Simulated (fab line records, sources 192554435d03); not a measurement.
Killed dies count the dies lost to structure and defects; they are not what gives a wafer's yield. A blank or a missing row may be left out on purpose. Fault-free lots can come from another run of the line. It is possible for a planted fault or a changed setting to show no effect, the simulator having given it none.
Which of the tools did it? / flow n5Finfet / 72 wafers from 24 lots sampled at 4 of the route's 1938 steps

WHAT THE GAUGES SHOWED, per wafer
N5_GATE_CUT_OVL_MEAS_14.
lot=L074; measured=day 4 13:38; on=overlay-02; GATE_CUT_OVL (nm)=-0.5 -0.7 0.0
lot=L075; measured=day 4 20:52; on=overlay-01; GATE_CUT_OVL (nm)=-0.2 -0.3 0.1
lot=L076; measured=day 5 04:00; on=overlay-01; GATE_CUT_OVL (nm)=0.1 0.0 0.6
lot=L077; measured=day 5 06:45; on=overlay-02; GATE_CUT_OVL (nm)=0.0 -1.0 0.2
lot=L078; measured=day 5 11:19; on=overlay-02; GATE_CUT_OVL (nm)=0.4 -0.2 -0.9
lot=L079; measured=day 5 19:37; on=overlay-01; GATE_CUT_OVL (nm)=-0.7 -0.7 -0.2
lot=L080; measured=day 5 23:25; on=overlay-01; GATE_CUT_OVL (nm)=-0.5 -0.4 -0.6
lot=L081; measured=day 6 10:37; on=overlay-02; GATE_CUT_OVL (nm)=0.3 0.3 -0.4
lot=L082; measured=day 6 15:59; on=overlay-01; GATE_CUT_OVL (nm)=-0.4 -0.4 -0.4
lot=L083; measured=day 7 00:08; on=overlay-02; GATE_CUT_OVL (nm)=-1.0 -0.9 -0.3
lot=L084; measured=day 7 00:52; on=overlay-02; GATE_CUT_OVL (nm)=-0.7 -0.9 -0.1
lot=L085; measured=day 7 09:04; on=overlay-02; GATE_CUT_OVL (nm)=0.6 -0.4 1.8
lot=L086; measured=day 7 17:09; on=overlay-01; GATE_CUT_OVL (nm)=-0.4 -0.5 -0.3
lot=L087; measured=day 7 19:44; on=overlay-02; GATE_CUT_OVL (nm)=0.3 -0.4 0.1
lot=L088; measured=day 7 23:56; on=overlay-02; GATE_CUT_OVL (nm)=0.8 -0.1 0.1
lot=L089; measured=day 8 06:58; on=overlay-01; GATE_CUT_OVL (nm)=-0.7 -0.2 -0.7
lot=L090; measured=day 8 10:50; on=overlay-01; GATE_CUT_OVL (nm)=-0.1 1.2 0.3
lot=L091; measured=day 8 18:31; on=overlay-01; GATE_CUT_OVL (nm)=-0.8 -0.2 0.4
lot=L092; measured=day 9 02:04; on=overlay-01; GATE_CUT_OVL (nm)=-0.2 0.4 -0.9
lot=L093; measured=day 9 06:56; on=overlay-01; GATE_CUT_OVL (nm)=-0.4 -0.5 0.2
lot=L094; measured=day 9 13:15; on=overlay-02; GATE_CUT_OVL (nm)=-0.9 0.2 -1.0
lot=L095; measured=day 9 18:04; on=overlay-01; GATE_CUT_OVL (nm)=-0.7 -0.4 0.2
lot=L096; measured=day 10 01:53; on=overlay-02; GATE_CUT_OVL (nm)=0.2 -0.9 0.6
lot=L097; measured=day 10 04:56; on=overlay-02; GATE_CUT_OVL (nm)=-0.1 0.6 -0.4

N5_GATE_CUT_INSPECT_15: inspects for defects (brightfield).
lot=L074; measured=day 4 13:41; on=defectInspect-02; rawDefectCount=133 230 164
lot=L075; measured=day 4 20:55; on=defectInspect-01; rawDefectCount=132 249 245
lot=L076; measured=day 5 04:04; on=defectInspect-01; rawDefectCount=62 88 92
lot=L077; measured=day 5 06:49; on=defectInspect-02; rawDefectCount=224 173 186
lot=L078; measured=day 5 11:23; on=defectInspect-01; rawDefectCount=199 197 176
lot=L079; measured=day 5 19:40; on=defectInspect-01; rawDefectCount=137 112 124
lot=L080; measured=day 5 23:28; on=defectInspect-01; rawDefectCount=138 141 165
lot=L081; measured=day 6 10:41; on=defectInspect-02; rawDefectCount=133 126 114
lot=L082; measured=day 6 16:03; on=defectInspect-02; rawDefectCount=84 99 194
lot=L083; measured=day 7 00:12; on=defectInspect-02; rawDefectCount=187 327 225
lot=L084; measured=day 7 00:55; on=defectInspect-02; rawDefectCount=169 184 193
lot=L085; measured=day 7 09:07; on=defectInspect-02; rawDefectCount=185 138 174
lot=L086; measured=day 7 17:13; on=defectInspect-01; rawDefectCount=201 112 162
lot=L087; measured=day 7 19:47; on=defectInspect-01; rawDefectCount=145 190 130
lot=L088; measured=day 7 23:59; on=defectInspect-02; rawDefectCount=90 144 150
lot=L089; measured=day 8 07:02; on=defectInspect-02; rawDefectCount=129 129 86
lot=L090; measured=day 8 10:53; on=defectInspect-02; rawDefectCount=150 202 173
lot=L091; measured=day 8 18:34; on=defectInspect-02; rawDefectCount=122 128 197
lot=L092; measured=day 9 02:07; on=defectInspect-01; rawDefectCount=134 118 129
lot=L093; measured=day 9 06:59; on=defectInspect-02; rawDefectCount=142 110 226
lot=L094; measured=day 9 13:18; on=defectInspect-02; rawDefectCount=155 113 134
lot=L095; measured=day 9 18:08; on=defectInspect-01; rawDefectCount=191 150 160
lot=L096; measured=day 10 01:56; on=defectInspect-01; rawDefectCount=105 99 131
lot=L097; measured=day 10 05:00; on=defectInspect-01; rawDefectCount=126 137 91

TOOL THAT RAN EACH LOT (tool first, then ch and the chambers of the sampled wafers, then the start)
lot=L074; N5_HKMG_FIN_STRIP_69=plasmaAsher-01 ch 0,1, day 4 06:39; N5_HKMG_FIN_CMP_94=cmp-02 ch 0,1,2, day 4 08:03
lot=L075; N5_HKMG_FIN_STRIP_69=plasmaAsher-02 ch 1, day 4 12:17; N5_HKMG_FIN_CMP_94=cmp-03 ch 2,3, day 4 13:41
lot=L076; N5_HKMG_FIN_STRIP_69=plasmaAsher-02 ch 0,1, day 4 19:29; N5_HKMG_FIN_CMP_94=cmp-02 ch 0,1,3, day 4 20:55
lot=L077; N5_HKMG_FIN_STRIP_69=plasmaAsher-02 ch 0,1, day 5 00:45; N5_HKMG_FIN_CMP_94=cmp-03 ch 0,1,2, day 5 02:14
lot=L078; N5_HKMG_FIN_STRIP_69=plasmaAsher-01 ch 0, day 5 06:02; N5_HKMG_FIN_CMP_94=cmp-03 ch 1,2,3, day 5 07:28
lot=L079; N5_HKMG_FIN_STRIP_69=plasmaAsher-02 ch 0,1, day 5 14:13; N5_HKMG_FIN_CMP_94=cmp-04 ch 0,2,3, day 5 15:41
lot=L080; N5_HKMG_FIN_STRIP_69=plasmaAsher-01 ch 0,1, day 5 18:00; N5_HKMG_FIN_CMP_94=cmp-04 ch 0,1,3, day 5 19:24
lot=L081; N5_HKMG_FIN_STRIP_69=plasmaAsher-01 ch 0,1, day 6 04:59; N5_HKMG_FIN_CMP_94=cmp-02 ch 0,1,3, day 6 06:25
lot=L082; N5_HKMG_FIN_STRIP_69=plasmaAsher-01 ch 0,1, day 6 10:11; N5_HKMG_FIN_CMP_94=cmp-03 ch 2,3, day 6 11:35
lot=L083; N5_HKMG_FIN_STRIP_69=plasmaAsher-01 ch 0,1, day 6 18:47; N5_HKMG_FIN_CMP_94=cmp-04 ch 0,1,2, day 6 20:13
lot=L084; N5_HKMG_FIN_STRIP_69=plasmaAsher-02 ch 0,1, day 6 19:13; N5_HKMG_FIN_CMP_94=cmp-03 ch 0,3, day 6 20:37
lot=L085; N5_HKMG_FIN_STRIP_69=plasmaAsher-02 ch 0, day 7 03:41; N5_HKMG_FIN_CMP_94=cmp-03 ch 0,1,2, day 7 05:09
lot=L086; N5_HKMG_FIN_STRIP_69=plasmaAsher-02 ch 0,1, day 7 11:44; N5_HKMG_FIN_CMP_94=cmp-02 ch 0,1,3, day 7 13:07
lot=L087; N5_HKMG_FIN_STRIP_69=plasmaAsher-01 ch 0,1, day 7 14:22; N5_HKMG_FIN_CMP_94=cmp-04 ch 1,2,3, day 7 15:46
lot=L088; N5_HKMG_FIN_STRIP_69=plasmaAsher-01 ch 0,1, day 7 18:35; N5_HKMG_FIN_CMP_94=cmp-04 ch 0,2,3, day 7 19:59
lot=L089; N5_HKMG_FIN_STRIP_69=plasmaAsher-02 ch 0,1, day 8 01:21; N5_HKMG_FIN_CMP_94=cmp-02 ch 0,1,2, day 8 02:50
lot=L090; N5_HKMG_FIN_STRIP_69=plasmaAsher-02 ch 0,1, day 8 05:26; N5_HKMG_FIN_CMP_94=cmp-03 ch 0,2,3, day 8 06:53
lot=L091; N5_HKMG_FIN_STRIP_69=plasmaAsher-01 ch 0,1, day 8 13:14; N5_HKMG_FIN_CMP_94=cmp-02 ch 0,1,2, day 8 14:38
lot=L092; N5_HKMG_FIN_STRIP_69=plasmaAsher-01 ch 0,1, day 8 17:31; N5_HKMG_FIN_CMP_94=cmp-03 ch 0,1,2, day 8 21:44
lot=L093; N5_HKMG_FIN_STRIP_69=plasmaAsher-02 ch 0,1, day 9 01:17; N5_HKMG_FIN_CMP_94=cmp-02 ch 0,1,3, day 9 02:43
lot=L094; N5_HKMG_FIN_STRIP_69=plasmaAsher-02 ch 0,1, day 9 07:56; N5_HKMG_FIN_CMP_94=cmp-04 ch 0,1, day 9 09:20
lot=L095; N5_HKMG_FIN_STRIP_69=plasmaAsher-02 ch 0,1, day 9 12:37; N5_HKMG_FIN_CMP_94=cmp-02 ch 0,2,3, day 9 14:03
lot=L096; N5_HKMG_FIN_STRIP_69=plasmaAsher-02 ch 0,1, day 9 18:45; N5_HKMG_FIN_CMP_94=cmp-03 ch 0,2,3, day 9 20:09
lot=L097; N5_HKMG_FIN_STRIP_69=plasmaAsher-01 ch 0,1, day 9 23:41; N5_HKMG_FIN_CMP_94=cmp-02 ch 0,1,3, day 10 01:05
- N5_HKMG_FIN_STRIP_69: strips in N2/H2, time 360 s.
- N5_HKMG_FIN_CMP_94: polishes, stops on SiNx, t overpolish 4.7 s, target thk 43.299 nm.

WHAT THE TOOLS THEMSELVES READ (means of the sampled wafers that have a number; where no wafer has one, the mark that the record gives instead)
N5_HKMG_FIN_STRIP_69.
lot=L074; tool=plasmaAsher-01; drypumpMotorCurrentA (A)=5.3; heaterPowerW (W)=466
lot=L075; tool=plasmaAsher-02; drypumpMotorCurrentA (A)=5.7; heaterPowerW (W)=524
lot=L076; tool=plasmaAsher-02; drypumpMotorCurrentA (A)=6.4; heaterPowerW (W)=493
lot=L077; tool=plasmaAsher-02; drypumpMotorCurrentA (A)=6.4; heaterPowerW (W)=487
lot=L078; tool=plasmaAsher-01; drypumpMotorCurrentA (A)=6.1; heaterPowerW (W)=467
lot=L079; tool=plasmaAsher-02; drypumpMotorCurrentA (A)=6.0; heaterPowerW (W)=511
lot=L080; tool=plasmaAsher-01; drypumpMotorCurrentA (A)=5.3; heaterPowerW (W)=467
lot=L081; tool=plasmaAsher-01; drypumpMotorCurrentA (A)=5.3; heaterPowerW (W)=469
lot=L082; tool=plasmaAsher-01; drypumpMotorCurrentA (A)=5.3; heaterPowerW (W)=471
lot=L083; tool=plasmaAsher-01; drypumpMotorCurrentA (A)=5.7; heaterPowerW (W)=464
lot=L084; tool=plasmaAsher-02; drypumpMotorCurrentA (A)=6.1; heaterPowerW (W)=510
lot=L085; tool=plasmaAsher-02; drypumpMotorCurrentA (A)=6.8; heaterPowerW (W)=465
lot=L086; tool=plasmaAsher-02; drypumpMotorCurrentA (A)=6.1; heaterPowerW (W)=509
lot=L087; tool=plasmaAsher-01; drypumpMotorCurrentA (A)=5.3; heaterPowerW (W)=467
lot=L088; tool=plasmaAsher-01; drypumpMotorCurrentA (A)=5.3; heaterPowerW (W)=465
lot=L089; tool=plasmaAsher-02; drypumpMotorCurrentA (A)=6.4; heaterPowerW (W)=493
lot=L090; tool=plasmaAsher-02; drypumpMotorCurrentA (A)=6.1; heaterPowerW (W)=510
lot=L091; tool=plasmaAsher-01; drypumpMotorCurrentA (A)=5.7; heaterPowerW (W)=469
lot=L092; tool=plasmaAsher-01; drypumpMotorCurrentA (A)=5.3; heaterPowerW (W)=466
lot=L093; tool=plasmaAsher-02; drypumpMotorCurrentA (A)=6.4; heaterPowerW (W)=485
lot=L094; tool=plasmaAsher-02; drypumpMotorCurrentA (A)=6.1; heaterPowerW (W)=509
lot=L095; tool=plasmaAsher-02; drypumpMotorCurrentA (A)=6.1; heaterPowerW (W)=504
lot=L096; tool=plasmaAsher-02; drypumpMotorCurrentA (A)=6.4; heaterPowerW (W)=486
lot=L097; tool=plasmaAsher-01; drypumpMotorCurrentA (A)=5.3; heaterPowerW (W)=475

N5_HKMG_FIN_CMP_94.
lot=L074; tool=cmp-02; motorCurrentA (A)=11.1; padLifeWafers=811; retainingRingPressureFrac=0.998
lot=L075; tool=cmp-03; motorCurrentA (A)=12.6; padLifeWafers=182; retainingRingPressureFrac=0.998
lot=L076; tool=cmp-02; motorCurrentA (A)=11.1; padLifeWafers=926; retainingRingPressureFrac=0.999
lot=L077; tool=cmp-03; motorCurrentA (A)=12.3; padLifeWafers=290; retainingRingPressureFrac=0.999
lot=L078; tool=cmp-03; motorCurrentA (A)=12.7; padLifeWafers=344; retainingRingPressureFrac=1.003
lot=L079; tool=cmp-04; motorCurrentA (A)=11.3; padLifeWafers=1286; retainingRingPressureFrac=1.005
lot=L080; tool=cmp-04; motorCurrentA (A)=12.0; padLifeWafers=1316; retainingRingPressureFrac=0.998
lot=L081; tool=cmp-02; motorCurrentA (A)=11.4; padLifeWafers=1154; retainingRingPressureFrac=0.999
lot=L082; tool=cmp-03; motorCurrentA (A)=12.3; padLifeWafers=602; retainingRingPressureFrac=1.003
lot=L083; tool=cmp-04; motorCurrentA (A)=11.8; padLifeWafers=1526; retainingRingPressureFrac=1.004
lot=L084; tool=cmp-03; motorCurrentA (A)=11.0; padLifeWafers=674; retainingRingPressureFrac=0.996
lot=L085; tool=cmp-03; motorCurrentA (A)=12.1; padLifeWafers=758; retainingRingPressureFrac=1.004
lot=L086; tool=cmp-02; motorCurrentA (A)=11.3; padLifeWafers=1387; retainingRingPressureFrac=0.998
lot=L087; tool=cmp-04; motorCurrentA (A)=12.0; padLifeWafers=1682; retainingRingPressureFrac=1.002
lot=L088; tool=cmp-04; motorCurrentA (A)=11.4; padLifeWafers=1712; retainingRingPressureFrac=0.997
lot=L089; tool=cmp-02; motorCurrentA (A)=11.1; padLifeWafers=1485; retainingRingPressureFrac=0.997
lot=L090; tool=cmp-03; motorCurrentA (A)=11.7; padLifeWafers=968; retainingRingPressureFrac=1.002
lot=L091; tool=cmp-02; motorCurrentA (A)=11.0; padLifeWafers=1585; retainingRingPressureFrac=0.999
lot=L092; tool=cmp-03; motorCurrentA (A)=12.3; padLifeWafers=1058; retainingRingPressureFrac=0.995
lot=L093; tool=cmp-02; motorCurrentA (A)=11.5; padLifeWafers=1664; retainingRingPressureFrac=1.003
lot=L094; tool=cmp-04; motorCurrentA (A)=12.2; padLifeWafers=1956; retainingRingPressureFrac=0.998
lot=L095; tool=cmp-02; motorCurrentA (A)=11.8; padLifeWafers=1754; retainingRingPressureFrac=1.001
lot=L096; tool=cmp-03; motorCurrentA (A)=11.7; padLifeWafers=1237; retainingRingPressureFrac=0.997
lot=L097; tool=cmp-02; motorCurrentA (A)=11.4; padLifeWafers=1861; retainingRingPressureFrac=1.003

THE ANSWER, worked out from the rows above alone
Rule: usual is defined by the lots themselves. Put in order of their means at a reading, lots are off if they are a third of the lots or fewer, leave a main group of 4 or more, and stand apart from it by a gap of 3 or more times the standard deviation of the main group's means; of several such gaps the widest counts. The tables above print the reading to a certain number of digits; a main group whose means all agree to those digits is not used. Also off: a lot with no number at a reading for which 4 or more lots have one. Where the step has rows for the other lots, those lots are counted as sound. The gauges are gone through in route order, then the tools' own readings, and for those a lot's mean is taken as printed above. At the first step where some lot is off, the reading lying furthest off is the one used; lots without a number count as furthest.
None of the lots is off at any reading shown; this tells nothing.

WHAT HAD BEEN PUT IN BY THE SIMULATOR
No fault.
